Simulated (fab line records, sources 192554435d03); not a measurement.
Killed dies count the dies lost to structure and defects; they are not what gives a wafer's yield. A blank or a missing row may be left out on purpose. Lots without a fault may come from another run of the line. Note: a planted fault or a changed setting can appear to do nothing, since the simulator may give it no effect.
Problem report in the 8D (eight disciplines) form, filled by code | flow n5-finfet | the parts of the form that need people (team, actions taken, sign-off) are left out

## 1. PROBLEM STATEMENT
Mean of spin-speed-rpm at N5_BEOL_M3_COAT_22: 1570.2 rpm across 6 wafers in 2 lots; on wafers with no fault it is 1500.1 rpm (standard deviation 1.2). That is +58 standard deviations from the usual mean.
The step: resist thk 30 nm.
The first sign was on wafer L564.3 at day 9 06:45, on litho-track-02. The record holds 26 wafers of 9 lots with a number at this step. Rule for "out", or "out of limits": more than 4 standard deviations from the usual mean. The rest of the wafers with a number are treated as sound.

## 2. WHAT IT IS; WHAT IT IS NOT
question                    | is                     | is not
which readings at this step | spin-speed-rpm         | exhaust-pa
which lots                  | L564, L565             | L558, L560, L561, L571, L574, L575, L576
which wafers of those lots  | all that have a number | -
read on which tools         | litho-track-02         | litho-track-03, litho-track-05
when                        | from day 9 06:45       | up to then (8 sound wafers); but 12 sound wafers of L571, L574, L575, L576 came after

## 3. THE SUSPECTS, EACH WITH WHAT RULES IT OUT
Counting: a tool stays on the suspect list if, at a process step up to the reading, it processed all lots that are out and no sound lot following the first of them.
- litho-track-02 at N5_BEOL_M3_COAT_22 (resist thk 30 nm): ruled out as a lasting fault. Sound lots L575, L576 ran on it after its first lot that is out, L564 (day 9 06:45).
Left after counting: nothing in the record.

## 4. THE CAUSE (what the simulator had put in)
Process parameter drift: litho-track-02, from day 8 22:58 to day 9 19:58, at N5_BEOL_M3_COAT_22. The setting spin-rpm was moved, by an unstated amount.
Counting ruled it out, wrongly.

## 5. SEQUENCE OF EFFECTS, ordered by route
One row per reading whose mean, taken over the struck wafers that have a number, lies over 3 standard deviations from the usual. Only readings for which the record gives a usual standard deviation are gone through. hours: the time from each lot's start at the first step in this table that gives one to its start at this step, as a median over the lots. sigmas: the change in usual standard deviations.
hours | step               | reading        | usual      | on struck wafers | change | sigmas
0     | N5_BEOL_M3_COAT_22 | spin-speed-rpm | 1500.1 rpm | 1570.2           | +70.1  | +58
Its process steps:
- N5_BEOL_M3_COAT_22: resist thk 30 nm.
Later measuring or inspecting steps at which every struck wafer that the step has a row for has a number for every such reading, and none has moved that far: N5_BEOL_M4_RC_MEAS_101.

## 6. WHAT WOULD HAVE CAUGHT IT SOONER
First out-of-limits reading in this record: day 9 06:45, which is 8 hours after fault onset at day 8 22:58.
